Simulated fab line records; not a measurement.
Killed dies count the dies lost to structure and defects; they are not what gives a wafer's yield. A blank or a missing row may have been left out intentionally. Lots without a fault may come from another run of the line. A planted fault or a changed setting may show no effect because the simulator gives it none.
fab line records + flow n5Finfet
record
- lots=12
- wafers=36
- lastDay=17
route steps=1938 shown BEOL_M13@1689 PASSIVATION@1936
lots that met no fault: taken from a fault-free run of the same line
startH: hours from the record's opening day to when the first of the lot's shown wafers began + waitH: time in hours since the lot's previous step + " identical to the entry in the row above + L1.1+2: one row covering several wafers at once + - no value present, or no start provided + * or withheld: withheld + < > ~ a bound
route shown NAME@n: NAME is a module with steps in the file, n the number in the route of the first one + usual: mean/standard deviation taken from wafers without a fault + same: alike in all rows + chamber/n: place in a boat + sites: each site's reading + _std_site: how widely they spread, as a standard deviation + _edge_site: outer sites' mean less inner sites' + radiusMm: how far each site lies from the wafer's centre + mask NAME#n: copy n + behind: the last tool/chamber to shape the wafer + hold: cause of the lot's hold/its duration in hours/its outcome + device: names the non-switching transistor (n, p or np) + end of line: the same wafers' tests at the end of the route + for a step that has no rows: nothing shown but its recipe + killed: the dies lost at the first sort to structure and to defects; this is not the yield of the wafer + map: the dies of a wafer, with x for killed, . for not killed, _ for no die there
set.NAME: the setting as run; set.NAME@STEP: as run at that earlier step + model.NAME: the simulator's own value behind a step, which no gauge read
the route's steps for a sample of lots (tables are steps, rows are wafers)
services: from which hour (startH, from the record's first day; less than 0 if before it) a tool's chamber was out of use, for how many hours, and why
## steps
# step N5_BEOL_M13_CD_MEAS_28
# recipe
- targetCdNm=209.5
- landingEnergyEv=500
- detector=seInlens
# usual
- cdNm=209.6/1.3
| lot.wafer | tool     | chamber | startH | waitH | cdNm  |
|-----------|----------|---------|--------|-------|-------|
| L178.2    | cdSem-03 | 0       | 226.29 | -     | 210.2 |
| L178.3    | "        | 0       | "      | "     | 210.8 |
| L178.5    | "        | 0       | "      | "     | 208.6 |
| L180.1    | cdSem-03 | 0       | 242.57 | -     | 208.6 |
| L180.4    | "        | 0       | "      | "     | 209.5 |
| L180.6    | "        | 0       | "      | "     | 207.4 |
| L179.1    | cdSem-03 | 0       | 242.84 | -     | 209.4 |
| L179.3    | "        | 0       | "      | "     | 207.6 |
| L179.5    | "        | 0       | "      | "     | 208.0 |
| L181.2    | cdSem-01 | 0       | 250.78 | -     | 209.1 |
| L181.5    | "        | 0       | "      | "     | 208.3 |
| L181.6    | "        | 0       | "      | "     | 209.7 |
| L182.1    | cdSem-01 | 0       | 252.37 | -     | 208.8 |
| L182.2    | "        | 0       | "      | "     | 211.0 |
| L182.4    | "        | 0       | "      | "     | 211.0 |
| L185.2    | cdSem-01 | 0       | 268.33 | -     | 211.2 |
| L185.4    | "        | 0       | "      | "     | 209.8 |
| L185.5    | "        | 0       | "      | "     | 212.3 |
| L184.2    | cdSem-02 | 0       | 276.42 | -     | 210.6 |
| L184.3    | "        | 0       | "      | "     | 208.1 |
| L184.4    | "        | 0       | "      | "     | 209.0 |
| L186.1    | cdSem-02 | 0       | 276.68 | -     | 210.3 |
| L186.3    | "        | 0       | "      | "     | 208.3 |
| L186.6    | "        | 0       | "      | "     | 208.6 |
| L190.2    | cdSem-02 | 0       | 303.95 | -     | 210.0 |
| L190.4    | "        | 0       | "      | "     | 209.8 |
| L190.6    | "        | 0       | "      | "     | 210.6 |
| L194.2    | cdSem-02 | 0       | 342.98 | -     | 209.7 |
| L194.3    | "        | 0       | "      | "     | 210.3 |
| L194.4    | "        | 0       | "      | "     | 212.2 |
| L196.1    | cdSem-03 | 0       | 343.35 | -     | 211.0 |
| L196.2    | "        | 0       | "      | "     | 210.1 |
| L196.5    | "        | 0       | "      | "     | 211.8 |
| L201.1    | cdSem-03 | 0       | 371.83 | -     | 210.2 |
| L201.3    | "        | 0       | "      | "     | 209.7 |
| L201.5    | "        | 0       | "      | "     | 210.2 |
# step N5_BEOL_M13_OCD_MEAS_35
# usual
- trenchDepthNm=412/6.7
| lot.wafer | tool   | chamber | startH | waitH | trenchDepthNm |
|-----------|--------|---------|--------|-------|---------------|
| L178.2    | ocd-01 | -       | 227.26 | 0.0   | 412           |
| L178.3    | "      | -       | "      | "     | 415           |
| L178.5    | "      | -       | "      | "     | 417           |
| L180.1    | ocd-02 | -       | 243.36 | 0.0   | 412           |
| L180.4    | "      | -       | "      | "     | 415           |
| L180.6    | "      | -       | "      | "     | 410           |
| L179.1    | ocd-01 | -       | 243.50 | 0.0   | 419           |
| L179.3    | "      | -       | "      | "     | 421           |
| L179.5    | "      | -       | "      | "     | 417           |
| L181.2    | ocd-01 | -       | 251.44 | 0.0   | 408           |
| L181.5    | "      | -       | "      | "     | 417           |
| L181.6    | "      | -       | "      | "     | 416           |
| L182.1    | ocd-02 | -       | 253.38 | 0.0   | 410           |
| L182.2    | "      | -       | "      | "     | 412           |
| L182.4    | "      | -       | "      | "     | 403           |
| L185.2    | ocd-02 | -       | 269.00 | 0.0   | 403           |
| L185.4    | "      | -       | "      | "     | 398           |
| L185.5    | "      | -       | "      | "     | 404           |
| L184.2    | ocd-02 | -       | 277.17 | 0.0   | 410           |
| L184.3    | "      | -       | "      | "     | 415           |
| L184.4    | "      | -       | "      | "     | 413           |
| L186.1    | ocd-02 | -       | 279.05 | 0.0   | 407           |
| L186.3    | "      | -       | "      | "     | 411           |
| L186.6    | "      | -       | "      | "     | 414           |
| L190.2    | ocd-02 | -       | 304.62 | 0.0   | 417           |
| L190.4    | "      | -       | "      | "     | 415           |
| L190.6    | "      | -       | "      | "     | 412           |
| L194.2    | ocd-02 | -       | 343.65 | 0.0   | 420           |
| L194.3    | "      | -       | "      | "     | 395           |
| L194.4    | "      | -       | "      | "     | 410           |
| L196.1    | ocd-02 | -       | 344.12 | 0.0   | 418           |
| L196.2    | "      | -       | "      | "     | 409           |
| L196.5    | "      | -       | "      | "     | 411           |
| L201.1    | ocd-01 | -       | 372.50 | 0.0   | 414           |
| L201.3    | "      | -       | "      | "     | 419           |
| L201.5    | "      | -       | "      | "     | 404           |
# step N5_BEOL_M13_SPUTTER_43
# recipe
- material=TaN
- targetThkA=150
- tempC=50
- biasV=168.6
- powerW=15000
- chamberPressurePa=0.12
- timeS=24.19
# usual
- cathodeDcPowerW=15000/2.8
- throttleValvePct=30.6/0.84
| lot.wafer | tool          | chamber | startH | waitH | cathodeDcPowerW | throttleValvePct |
|-----------|---------------|---------|--------|-------|-----------------|------------------|
| L178.2    | pvdSputter-02 | -       | 227.89 | 0.0   | 15006           | 29.9             |
| L178.3    | "             | -       | "      | "     | 14997           | 30.5             |
| L178.5    | "             | -       | "      | "     | 15000           | 29.8             |
| L180.1    | pvdSputter-01 | -       | 243.86 | 0.0   | 14998           | 31.8             |
| L180.4    | "             | -       | "      | "     | 14999           | 30.1             |
| L180.6    | "             | -       | "      | "     | 14999           | 30.4             |
| L179.1    | pvdSputter-01 | -       | 244.35 | 0.0   | 14993           | 31.8             |
| L179.3    | "             | -       | "      | "     | 14999           | 30.0             |
| L179.5    | "             | -       | "      | "     | 14999           | 30.2             |
| L181.2    | pvdSputter-02 | -       | 252.94 | 0.0   | 15000           | 29.6             |
| L181.5    | "             | -       | "      | "     | 14996           | 30.0             |
| L181.6    | "             | -       | "      | "     | 15001           | 31.4             |
| L182.1    | pvdSputter-01 | -       | 254.53 | 0.0   | 14997           | 31.9             |
| L182.2    | "             | -       | "      | "     | 15002           | 30.5             |
| L182.4    | "             | -       | "      | "     | 15000           | 30.3             |
| L185.2    | pvdSputter-03 | -       | 270.54 | 0.0   | 15001           | 29.4             |
| L185.4    | "             | -       | "      | "     | 15003           | 29.7             |
| L185.5    | "             | -       | "      | "     | 14997           | 31.2             |
| L184.2    | pvdSputter-01 | -       | 278.20 | 0.0   | 15001           | 30.3             |
| L184.3    | "             | -       | "      | "     | 15003           | 30.4             |
| L184.4    | "             | -       | "      | "     | 14997           | 31.3             |
| L186.1    | pvdSputter-01 | -       | 284.10 | 0.0   | 14993           | 30.3             |
| L186.3    | "             | -       | "      | "     | 15008           | 31.8             |
| L186.6    | "             | -       | "      | "     | 14998           | 30.1             |
| L190.2    | pvdSputter-03 | -       | 305.72 | 0.0   | 15002           | 29.7             |
| L190.4    | "             | -       | "      | "     | 14998           | 29.4             |
| L190.6    | "             | -       | "      | "     | 14998           | 29.8             |
| L194.2    | pvdSputter-01 | -       | 344.08 | 0.0   | 14124           | 30.2             |
| L194.3    | "             | -       | "      | "     | 14125           | 30.2             |
| L194.4    | "             | -       | "      | "     | 14131           | 31.8             |
| L196.1    | pvdSputter-01 | -       | 346.86 | 0.0   | 14123           | 30.3             |
| L196.2    | "             | -       | "      | "     | 14128           | 32.1             |
| L196.5    | "             | -       | "      | "     | 14125           | 31.9             |
| L201.1    | pvdSputter-02 | -       | 375.25 | 0.0   | 15000           | 29.3             |
| L201.3    | "             | -       | "      | "     | 14995           | 29.7             |
| L201.5    | "             | -       | "      | "     | 14994           | 31.5             |
# step N5_BEOL_M13_SPUTTER_45
# recipe
- material=Cu
- targetThkA=800
- tempC=-20
- biasV=60
- powerW=26000
- chamberPressurePa=0.13
- timeS=13.33
# usual
- cathodeDcPowerW=26000/4.9
- throttleValvePct=30.7/0.84
| lot.wafer | tool          | chamber | startH | waitH | cathodeDcPowerW | throttleValvePct |
|-----------|---------------|---------|--------|-------|-----------------|------------------|
| L178.2    | pvdSputter-02 | -       | 228.05 | 0.0   | 25993           | 30.0             |
| L178.3    | "             | -       | "      | "     | 26004           | 30.7             |
| L178.5    | "             | -       | "      | "     | 25999           | 29.9             |
| L180.1    | pvdSputter-01 | -       | 244.02 | 0.0   | 26004           | 32.2             |
| L180.4    | "             | -       | "      | "     | 26000           | 30.3             |
| L180.6    | "             | -       | "      | "     | 25998           | 30.5             |
| L179.1    | pvdSputter-01 | -       | 244.51 | 0.0   | 25992           | 31.9             |
| L179.3    | "             | -       | "      | "     | 26003           | 30.3             |
| L179.5    | "             | -       | "      | "     | 26004           | 30.2             |
| L181.2    | pvdSputter-02 | -       | 253.10 | 0.0   | 25995           | 29.9             |
| L181.5    | "             | -       | "      | "     | 25998           | 29.7             |
| L181.6    | "             | -       | "      | "     | 25996           | 31.4             |
| L182.1    | pvdSputter-01 | -       | 254.69 | 0.0   | 26002           | 31.9             |
| L182.2    | "             | -       | "      | "     | 25995           | 30.3             |
| L182.4    | "             | -       | "      | "     | 25994           | 30.0             |
| L185.2    | pvdSputter-03 | -       | 270.70 | 0.0   | 25995           | 29.3             |
| L185.4    | "             | -       | "      | "     | 26008           | 29.6             |
| L185.5    | "             | -       | "      | "     | 26005           | 31.6             |
| L184.2    | pvdSputter-01 | -       | 278.36 | 0.0   | 25994           | 30.5             |
| L184.3    | "             | -       | "      | "     | 25995           | 30.3             |
| L184.4    | "             | -       | "      | "     | 26002           | 31.2             |
| L186.1    | pvdSputter-01 | -       | 284.26 | 0.0   | 25989           | 30.1             |
| L186.3    | "             | -       | "      | "     | 26001           | 32.0             |
| L186.6    | "             | -       | "      | "     | 26007           | 30.1             |
| L190.2    | pvdSputter-03 | -       | 305.88 | 0.0   | 25992           | 29.6             |
| L190.4    | "             | -       | "      | "     | 25998           | 29.3             |
| L190.6    | "             | -       | "      | "     | 26004           | 29.5             |
| L194.2    | pvdSputter-01 | -       | 344.24 | 0.0   | 26000           | 30.3             |
| L194.3    | "             | -       | "      | "     | 26002           | 30.0             |
| L194.4    | "             | -       | "      | "     | 26003           | 32.0             |
| L196.1    | pvdSputter-01 | -       | 347.02 | 0.0   | 26013           | 30.4             |
| L196.2    | "             | -       | "      | "     | 26009           | 31.7             |
| L196.5    | "             | -       | "      | "     | 26002           | 32.3             |
| L201.1    | pvdSputter-02 | -       | 375.41 | 0.0   | 25992           | 29.4             |
| L201.3    | "             | -       | "      | "     | 25988           | 29.8             |
| L201.5    | "             | -       | "      | "     | 25994           | 31.2             |
# step N5_PASSIVATION_PROBE_49
# usual
- defectLimitedYield=91.3/1.5
- killed_at_M0_to_M3=34/9.4
- killed_at_M4_up=13/5.3
- killedAtContacts=13/5.7
- killedAtFrontEnd=40/10
- killedAtOther=3.7/2.8
- killedDies=103/17
- killedOpen=67/13
- killedShort=35/8.5
- sort_bin_5_function=5.0/0.98
- sort_bin_6_memory=3.3/0.7
- sortNPass=1077/17
- sortYieldPct=91.3/1.5
# same
- grossDies=1180
- killedAtBackSide=0
- sort_bin_4_leakage[%]=0
- sort_bin_8_speed[%]=0
| lot.wafer | tool      | chamber | startH | waitH | defectLimitedYield[%] | killed_at_M0_to_M3 | killed_at_M4_up | killedAtContacts | killedAtFrontEnd | killedAtOther | killedDies | killedOpen | killedShort | sort_bin_5_function[%] | sort_bin_6_memory[%] | sortNPass | sortYieldPct[%] |
|-----------|-----------|---------|--------|-------|-----------------------|--------------------|-----------------|------------------|------------------|---------------|------------|------------|-------------|------------------------|----------------------|-----------|-----------------|
| L182.1    | prober-02 | -       | 289.91 | 0.0   | 91.3                  | 40                 | 9               | 7                | 38               | 9             | 103        | 67         | 35          | 5.1                    | 3.4                  | 1077      | 91.3            |
| L182.2    | prober-02 | -       | 289.96 | 0.1   | 90.0                  | 31                 | 14              | 15               | 51               | 7             | 118        | 69         | 47          | 6.0                    | 3.1                  | 1062      | 90.0            |
| L182.4    | prober-02 | -       | 290.06 | 0.2   | 92.2                  | 23                 | 14              | 8                | 40               | 7             | 92         | 61         | 31          | 3.7                    | 3.7                  | 1088      | 92.2            |
# killed by level:class
L182.1 FIN_SAQP:geometricParticle:open=16 BEOL_M0_SAQP:geometricParticle:open=10 BEOL_M2:geometricParticle:open=9 FIN_SAQP:geometricParticle:short=7 BEOL_M2:geometricParticle:short=7 BEOL_M1:geometricParticle:open=6 MOL_CONTACT_COAG:geometricParticle:open=5 BEOL_M0_SAQP:geometricParticle:short=5
L182.2 FIN_SAQP:geometricParticle:open=12 BEOL_M0_SAQP:geometricParticle:open=12 FIN_SAQP:geometricParticle:short=11 BEOL_M0_SAQP:geometricParticle:short=11 MOL_CONTACT_COAG:geometricParticle:open=10 BEOL_M4:geometricParticle:open=9 STI_FIN_REVEAL:geometricParticle:open=7 MOL_CONTACT_COAG:geometricParticle:short=5
L182.4 FIN_SAQP:geometricParticle:open=15 BEOL_M0_SAQP:geometricParticle:open=10 MOL_CONTACT_COAG:geometricParticle:open=8 BEOL_M0_SAQP:geometricParticle:short=6 BEOL_M4:geometricParticle:open=5 FIN_SAQP:geometricParticle:short=4 BEOL_M5:geometricParticle:open=4 STI_FIN_REVEAL:geometricParticle:open=4
## services
| tool          | chamber | startH | hours | kind   |
|---------------|---------|--------|-------|--------|
| pvdSputter-03 | -       | 278.15 | 5.5   | repair |
| pvdSputter-02 | -       | 294.67 | 5.9   | repair |
| pvdSputter-01 | -       | 310.24 | 2.1   | repair |
## key
firstSign
- step=N5_BEOL_M13_SPUTTER_43
- reading=cathodeDcPowerW
- direction=down
- sigmas=99+
- usual=*
- struck=*
effect none on later readings
metAt N5_BEOL_M13_SPUTTER_43
struckLots L194,L196
notActingAt N5_BEOL_M13_CD_MEAS_28,N5_BEOL_M13_OCD_MEAS_35,N5_BEOL_M13_SPUTTER_45
onsetBetween 284.10 344.08
fault
- kind=processParameterDrift
- tool=pvdSputter-01
- chamber=-
- onsetH=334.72
- steps=N5_BEOL_M13_SPUTTER_43
- channel=powerW
- offset=*
- shape=step
- endH=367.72
- actsIn=*
- stated=*
